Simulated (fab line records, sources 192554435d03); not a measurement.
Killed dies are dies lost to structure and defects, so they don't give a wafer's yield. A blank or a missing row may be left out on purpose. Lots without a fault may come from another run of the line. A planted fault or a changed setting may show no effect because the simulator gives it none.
fab line records | flow n5_finfet
record lots=12 wafers=30 last_day=18
route steps=1938 shown PMOS_HMC_CHANNEL_EPI@73 FIN_SAQP@94 BEOL_M4@1111 PASSIVATION@1936
lots that met no fault: from a run of the same line without faults
start_h: hours from the record's first day to the start of the lot's first wafer shown | wait_h: hours since the lot's step before | " the same as in the row above | L1.1+2: a row that stands for several wafers | - no value, or no start given | * or withheld: withheld | < > ~ a bound
route shown NAME@n: a module of which the file shows steps, and the number in the route of the first | usual: mean/standard deviation of fault-free wafers | same: alike in all rows | chamber/n: place in a boat | sites: the reading at each site | _std_site: their standard deviation | _edge_site: outer sites' mean less inner sites' | radius_mm: how far each site lies from the wafer's centre | mask NAME#n: copy n | behind: the tool/chamber that last shaped the wafer | hold: why the lot was held/for how many hours/how that ended | device: the transistor (n, p or np) that didn't switch | end of line: the same wafers' tests at the end of the route | a step without rows: its recipe alone | killed: dies lost to structure and defects at the first sort, not the wafer's yield | map: a wafer's dies, x killed, . not, _ none there
set.NAME: the setting as run; set.NAME@STEP: as run at that earlier step | model.NAME: the simulator's own value behind a step, which no gauge read
steps of the route over a sample of lots; a table a step, a row a wafer
services: from which hour (start_h, from the record's first day; less than 0 if before it) a tool's chamber was out of use, for how many hours, and why
## steps
# step N5_PMOS_HMC_CHANNEL_EPI_ETCH_38
# recipe chemistry=CF4 target=SiO2 target_depth_a=15 ion_energy_ev=350 pressure_mtorr=10 icp_w=800 bias_w=400 cf4_flow_sccm=80
# usual drypump_motor_current_A=5.6/0.35 oes_product_au=1.00/0.034 throttle_valve_pct=21.88/0.22
# columns lot.wafer tool chamber start_h wait_h drypump_motor_current_A oes_product_au rf_hours_counter_h throttle_valve_pct
L818.2 rie_si-04 1 29.70 0.0 5.7 1.03 180 21.62
L818.3 " 3 " " 5.4 1.03 110 22.06
L819.2 rie_si-02 0 36.12 0.0 5.9 0.99 147 22.04
L819.5 " 2 " " 5.5 0.95 - 21.97
L819.6 " 1 " " 6.0 0.94 - 22.09
L822.1 rie_si-02 1 54.40 0.0 5.9 0.93 8 22.10
L822.3 " 3 " " 5.8 1.01 151 22.20
L822.4 " 0 " " 5.9 1.00 147 22.06
L826.2 rie_si-02 0 77.79 0.0 5.9 1.01 147 22.04
L826.4 " 2 " " 5.5 0.96 152 21.95
L826.6 " 2 " " 5.5 0.96 - 21.96
L827.1 rie_si-02 1 83.89 0.0 6.0 0.95 8 22.12
L827.2 " 0 " " 5.9 1.01 147 22.03
L827.6 " 3 " " 5.9 1.03 - 22.19
L828.2 rie_si-05 0 89.30 0.0 5.5 1.03 4 21.52
L828.6 " 0 " " 5.5 1.03 - 21.51
L831.2 rie_si-04 1 107.72 0.0 5.7 1.01 181 21.61
L831.4 " 2 " " 5.5 1.04 37 21.62
L831.6 " 1 " " 5.7 1.02 - 21.63
L833.1 rie_si-02 1 119.93 0.0 6.0 0.95 9 22.10
L833.4 " 2 " " 5.5 0.96 153 21.98
L835.1 rie_si-05 2 131.80 0.0 5.3 0.98 86 21.90
L835.6 " 3 " " 5.7 0.99 - 21.85
L836.3 rie_si-02 2 137.96 0.0 5.5 0.96 153 21.94
L836.5 " 0 " " 5.9 1.00 - 22.04
L837.2 rie_si-04 0 144.10 0.0 6.4 0.96 149 21.78
L837.4 " 2 " " 5.6 1.04 38 21.63
L838.4 rie_si-04 2 149.67 0.0 5.6 1.04 38 21.62
L838.5 " 0 " " 6.4 0.96 - 21.77
L838.6 " 1 " " 5.6 0.99 - 21.63
# step N5_PMOS_HMC_CHANNEL_EPI_EPI_20
# recipe material=SiGe30 mask_material=SiO2 pressure_torr=20 target_thk_a=590 temp_c=600
# usual chamber_pressure_Torr=20.01/0.044 lamp_inner_pct=12.53/0.11
# columns lot.wafer tool chamber start_h wait_h chamber_pressure_Torr lamp_inner_pct
L818.2 epi_rpcvd-02 0 30.10 0.2 19.99 12.65
L818.3 " 0 " " 20.03 12.42
L819.2 epi_rpcvd-04 0 36.51 0.2 20.07 12.44
L819.5 " 0 " " 20.08 12.45
L819.6 " 0 " " 20.07 12.45
L822.1 epi_rpcvd-02 0 54.59 0.0 19.94 12.47
L822.3 " 0 " " 19.97 12.56
L822.4 " 0 " " 19.98 12.44
L826.2 epi_rpcvd-02 - 78.18 0.2 - -
L826.4 " - " " - -
L826.6 " - " " - -
L827.1 epi_rpcvd-02 - 84.08 0.0 - -
L827.2 " - " " - -
L827.6 " - " " - -
L828.2 epi_rpcvd-02 0 89.69 0.2 20.02 12.59
L828.6 " 0 " " 20.01 12.46
L831.2 epi_rpcvd-02 0 108.11 0.2 20.01 12.69
L831.4 " 0 " " 20.04 12.59
L831.6 " 0 " " 20.08 12.58
L833.1 epi_rpcvd-02 0 120.12 0.0 19.98 12.47
L833.4 " 0 " " 20.01 12.59
L835.1 epi_rpcvd-01 0 131.99 0.0 19.99 12.45
L835.6 " 0 132.99 1.0 20.00 12.61
L836.3 epi_rpcvd-04 0 138.68 0.6 20.00 12.57
L836.5 " 0 " " 20.04 12.16
L837.2 epi_rpcvd-01 0 144.56 0.3 19.98 12.65
L837.4 " 0 " " 20.01 12.35
L838.4 epi_rpcvd-02 0 150.47 0.6 19.97 12.32
L838.5 " 0 " " 19.99 12.72
L838.6 " 0 " " 19.96 12.46
# step N5_FIN_SAQP_ALD_61
# recipe material=SiO2 target_thk_a=40 temp_c=300 ald_precursor_family=BDEAS ald_co_reactant=O2-plasma pulse_time_s=1 purge_time_s=2 co_reactant_purge_time_s=2 ald_cycles=43 pressure_torr=2
# usual chamber_pressure_Torr=1.999/0.0041 heater_power_w=485/48 precursor_pulse_height_rel=1.003/0.02
# columns lot.wafer tool chamber start_h wait_h chamber_pressure_Torr heater_power_w precursor_pulse_height_rel
L818.2 ald_sin-03 2 32.27 0.2 2.003 490 1.018
L818.3 " 1 " " 2.006 521 0.984
L819.2 ald_sin-04 1 38.54 0.0 1.993 483 0.993
L819.5 " 0 " " 1.997 530 1.019
L819.6 " 3 " " 1.998 406 0.988
L822.1 ald_sin-01 0 56.93 0.0 2.001 442 1.031
L822.3 " 2 " " 2.003 555 1.035
L822.4 " 3 " " 1.995 411 0.991
L828.2 ald_sin-03 2 91.72 0.0 2.002 487 1.012
L828.6 " 3 " " 2.003 455 0.998
L831.2 ald_sin-01 1 110.39 0.3 2.004 548 0.985
L831.4 " 0 " " 2.002 440 1.042
L831.6 " 0 " " 2.003 453 0.995
L833.1 ald_sin-01 0 122.42 0.0 1.994 457 0.985
L833.4 " 3 " " 1.991 418 0.986
L835.1 ald_sin-01 1 134.25 0.0 2.008 570 1.031
L835.6 " 1 " " 1.998 557 0.976
L836.3 ald_sin-04 2 140.78 0.0 1.997 500 1.012
L836.5 " 2 " " 1.998 509 0.983
L837.2 ald_sin-04 1 146.93 0.0 2.002 491 1.026
L837.4 " 0 " " 1.990 537 1.009
L838.4 ald_sin-04 2 152.20 0.0 2.001 502 1.009
L838.5 " 2 " " 2.002 509 1.003
L838.6 " 1 " " 1.998 482 0.972
# step N5_FIN_SAQP_THK_MEAS_05
# usual thk_nm=38.2/0.51
# columns lot.wafer tool chamber start_h wait_h thk_nm
L818.2 film_metro-01 - 32.80 0.1 38.2
L818.3 " - " " 38.3
L819.2 film_metro-02 - 39.07 0.1 37.9
L819.5 " - " " 38.3
L819.6 " - " " 37.9
L822.1 film_metro-01 - 57.59 0.1 38.2
L822.3 " - " " 38.3
L822.4 " - " " 38.6
L828.2 film_metro-01 - 92.24 0.1 37.9
L828.6 " - " " 38.3
L831.2 film_metro-01 - 110.91 0.1 37.9
L831.4 " - " " 38.6
L831.6 " - " " 39.1
L833.1 film_metro-01 - 123.01 0.1 37.7
L833.4 " - " " 38.0
L835.1 film_metro-01 - 134.86 0.1 38.0
L835.6 " - " " 38.4
L836.3 film_metro-01 - 141.39 0.1 37.5
L836.5 " - " " 38.8
L837.2 film_metro-01 - 147.43 0.1 37.1
L837.4 " - " " 38.1
L838.4 film_metro-01 - 152.73 0.1 38.5
L838.5 " - " " 38.4
L838.6 " - " " 38.6
# step N5_BEOL_M4_RC_MEAS_101
# usual DIBL_N=36.1/2 DIBL_P=36.3/2.5 IOFF_N=0.16/0.037 IOFF_P=0.21/0.039 ION_N=678/15 ION_P=465/8.7 SS_N=71.4/0.7 SS_P=73.3/0.74 VT_N=249/3.6 VT_P=-250.0/2.9
# columns lot.wafer tool chamber start_h wait_h DIBL_N[mV/V] DIBL_P[mV/V] IOFF_N[nA/um] IOFF_P[nA/um] ION_N[uA/um] ION_P[uA/um] SS_N[mV/dec] SS_P[mV/dec] VT_N[mV] VT_P[mV]
L819.2 prober-02 0 181.22 0.2 33.3 30.4 0.09 0.15 643 452 70.6 72.3 257 -252.8
L819.5 " 0 " " 36.9 35.9 0.14 0.21 684 470 71.0 72.7 250 -250.1
L819.6 " 0 " " 33.6 30.2 0.09 0.14 642 443 70.6 71.8 258 -255.9
L818.2 prober-01 0 191.52 0.2 35.7 35.4 0.14 0.17 675 457 70.6 73.0 254 -255.2
L818.3 " 0 " " 37.6 37.8 0.18 0.22 674 460 72.1 74.7 249 -249.7
L822.1 prober-01 0 198.46 0.1 34.8 35.2 0.14 0.18 687 470 71.5 72.7 251 -250.1
L822.3 " 0 " " 34.5 35.1 0.13 0.17 670 459 71.3 73.1 251 -251.9
L822.4 " 0 " " 38.4 40.7 0.21 0.27 687 472 72.4 74.3 244 -245.6
L828.2 prober-02 0 256.44 0.2 38.8 41.2 0.25 0.32 705 485 72.3 73.9 243 -243.5
L828.6 " 0 " " 38.7 39.1 0.23 0.27 697 474 72.0 73.4 244 -249.4
L831.2 prober-02 0 285.04 0.7 38.7 38.7 0.22 0.25 690 463 72.0 74.1 246 -247.5
L831.4 " 0 " " 37.1 37.5 0.20 0.23 690 469 71.7 72.8 246 -248.3
L831.6 " 0 " " 38.4 39.5 0.22 0.27 697 469 72.0 74.3 242 -247.3
L833.1 prober-02 0 299.15 0.0 35.3 36.6 0.15 0.21 654 456 71.2 73.1 252 -249.0
L833.4 " 0 " " 34.1 34.7 0.14 0.19 674 473 70.5 71.9 251 -250.6
L837.2 prober-02 0 306.21 0.2 38.5 39.9 0.21 0.22 685 455 72.0 74.3 248 -252.6
L837.4 " 0 " " 35.2 34.9 0.15 0.16 671 451 70.6 72.9 252 -256.1
L835.1 prober-02 0 308.27 0.0 34.5 35.3 0.15 0.20 690 476 71.0 72.5 249 -250.5
L835.6 " 0 " " 34.3 35.2 0.13 0.19 660 453 70.8 72.5 252 -249.1
L836.3 prober-02 0 318.94 0.3 35.6 35.0 0.15 0.20 675 466 71.8 73.3 250 -247.7
L836.5 " 0 " " 33.9 33.2 0.13 0.20 679 471 70.7 73.0 252 -248.3
L838.4 prober-01 0 325.44 0.5 39.8 41.0 0.25 0.31 702 476 72.3 74.4 242 -245.9
L838.5 " 0 " " 36.3 37.9 0.17 0.25 687 474 71.1 74.2 246 -244.9
L838.6 " 0 " " 37.8 38.1 0.21 0.24 689 460 72.4 74.1 244 -248.1
# step N5_PASSIVATION_PROBE_49
# usual defect_limited_yield=91.1/1.3 killed_at_M0_to_M3=32/9.7 killed_at_M4_up=16/6 killed_at_contacts=12/5.9 killed_at_front_end=41/11 killed_at_other=4/3.1 killed_dies=104/16 killed_on_rim=14/4 killed_open=68/12 killed_short=34/7.4 sort_bin_5_function=5.1/0.85 sort_bin_6_memory=3.3/0.66 sort_bin_8_speed=0.1/0.53 sort_n_pass=1075/16 sort_yield_pct=91.1/1.4
# same gross_dies=1180 killed_at_back_side=0 sort_bin_4_leakage[%]=0
# columns lot.wafer tool chamber start_h wait_h defect_limited_yield[%] killed_at_M0_to_M3 killed_at_M4_up killed_at_contacts killed_at_front_end killed_at_other killed_dies killed_on_rim killed_open killed_short sort_bin_5_function[%] sort_bin_6_memory[%] sort_bin_8_speed[%] sort_n_pass sort_yield_pct[%]
L826.2 prober-02 - 346.97 0.1 0 8 3 1 1166 2 1180 152 9 5 73.7 4.2 0 0 0
L826.4 prober-02 - 347.07 0.2 0 12 2 1 1164 1 1180 152 14 8 73.4 2.6 0 0 0
L826.6 prober-02 - 347.17 0.3 0 10 3 1 1165 1 1180 152 12 6 73.6 3.3 0 0 0
L827.1 prober-02 - 365.95 0.0 0 12 2 3 1163 0 1180 152 18 5 71.9 2.9 0 0 0
L827.2 prober-02 - 366.00 0.1 0 7 2 3 1167 1 1180 152 14 6 72.6 3.6 0 0 0
L827.6 prober-02 - 366.20 0.3 0 3 2 6 1169 0 1180 152 13 4 75.6 1.7 0 0 0
# killed by level:class
L826.2 FIN_SAQP:lost_pattern=1159 PMOS_HMC_CHANNEL_EPI:area_epi=6 BEOL_M0:geometric_particle:open=3 BEOL_M1:geometric_particle:open=2 SPACER0:geometric_particle:short=1 MOL_CONTACT_COAG:geometric_particle:open=1 BEOL_M0_SAQP:geometric_particle:open=1 BEOL_M1:geometric_particle:short=1
L826.4 FIN_SAQP:lost_pattern=1149 PMOS_HMC_CHANNEL_EPI:area_epi=8 STI_FIN_REVEAL:geometric_particle:open=4 BEOL_M0_SAQP:geometric_particle:open=3 BEOL_M2:geometric_particle:open=3 BEOL_M0_SAQP:geometric_particle:short=2 BEOL_M3:geometric_particle:open=2 FIN_SAQP:geometric_particle:short=1
L826.6 FIN_SAQP:lost_pattern=1157 PMOS_HMC_CHANNEL_EPI:area_epi=5 BEOL_M0_SAQP:geometric_particle:open=3 BEOL_M0_SAQP:geometric_particle:short=3 BEOL_M8:geometric_particle:open=2 FIN_SAQP:geometric_particle:short=1 MOL_CONTACT_COAG:geometric_particle:open=1 BEOL_M0:geometric_particle:open=1
L827.1 FIN_SAQP:lost_pattern=1144 PMOS_HMC_CHANNEL_EPI:area_epi=12 BEOL_M2:geometric_particle:open=8 MOL_CONTACT_COAG:geometric_particle:short=2 BEOL_M0_SAQP:geometric_particle:open=2 BEOL_M4:geometric_particle:open=2 FIN_SAQP:geometric_particle:short=1 FIN_SAQP:geometric_particle:open=1
L827.2 FIN_SAQP:lost_pattern=1156 FIN_SAQP:geometric_particle:open=4 PMOS_HMC_CHANNEL_EPI:area_epi=4 MOL_CONTACT_COAG:geometric_particle:open=2 BEOL_M0_SAQP:geometric_particle:open=2 STI_FIN_REVEAL:geometric_particle:short=1 MOL_CONTACT_COAG:geometric_particle:short=1 BEOL_M0_SAQP:geometric_particle:short=1
L827.6 FIN_SAQP:lost_pattern=1153 PMOS_HMC_CHANNEL_EPI:area_epi=10 MOL_CONTACT_COAG:geometric_particle:open=4 FIN_SAQP:geometric_particle:open=2 DUMMY_GATE:geometric_particle:open=2 MOL_CONTACT_COAG:geometric_particle:short=2 ILD0:geometric_particle:open=1 BEOL_M0_SAQP:geometric_particle:short=1
## services
# columns tool chamber start_h hours kind
rie_si-05 3 8.35 91.0 repair
rie_si-02 - 12.22 2.8 pm
ald_sin-01 - 13.20 0.2 repair
rie_si-04 0 27.24 12.2 repair
ald_sin-03 - 36.68 0.7 repair
epi_rpcvd-04 - 38.89 1.6 repair
rie_si-05 0 42.00 15.4 repair
epi_rpcvd-04 - 75.35 6.0 pm
ald_sin-03 - 77.00 0.6 repair
ald_sin-01 - 85.25 14.0 pm
ald_sin-01 0 85.25 14.0 vent_cycle
ald_sin-01 1 85.25 14.0 vent_cycle
ald_sin-01 2 85.25 14.0 vent_cycle
ald_sin-01 3 85.25 14.0 vent_cycle
rie_si-05 2 90.35 12.3 repair
rie_si-05 0 95.30 2.4 repair
ald_sin-01 0 99.25 - clean
ald_sin-01 1 99.25 - clean
ald_sin-01 2 99.25 - clean
ald_sin-01 3 99.25 - clean
rie_si-02 0 114.51 2.6 repair
epi_rpcvd-02 - 123.87 4.3 pm
epi_rpcvd-02 - 132.39 8.7 repair
## key
first_sign step=N5_PMOS_HMC_CHANNEL_EPI_EPI_20 reading=tool_record direction=missing
effect step=N5_PASSIVATION_PROBE_49 reading=killed_at_front_end direction=up sigmas=99+ usual=41 struck=1166
met_at N5_PMOS_HMC_CHANNEL_EPI_EPI_20
struck_lots L826,L827
later_rows_left_out L826.2,L826.4,L826.6,L827.1,L827.2,L827.6
not_acting_at N5_PMOS_HMC_CHANNEL_EPI_ETCH_38,N5_FIN_SAQP_ALD_61,N5_FIN_SAQP_THK_MEAS_05
onset_between 54.59 78.18
fault kind=skipped_step_whole tool=epi_rpcvd-02 chamber=- onset_h=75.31 steps=N5_PMOS_HMC_CHANNEL_EPI_EPI_20 scope=struck_lots_only
# later_rows_left_out: the simulator's readings of these wafers behind a module that went badly wrong aren't trusted and aren't shown, but for the sort
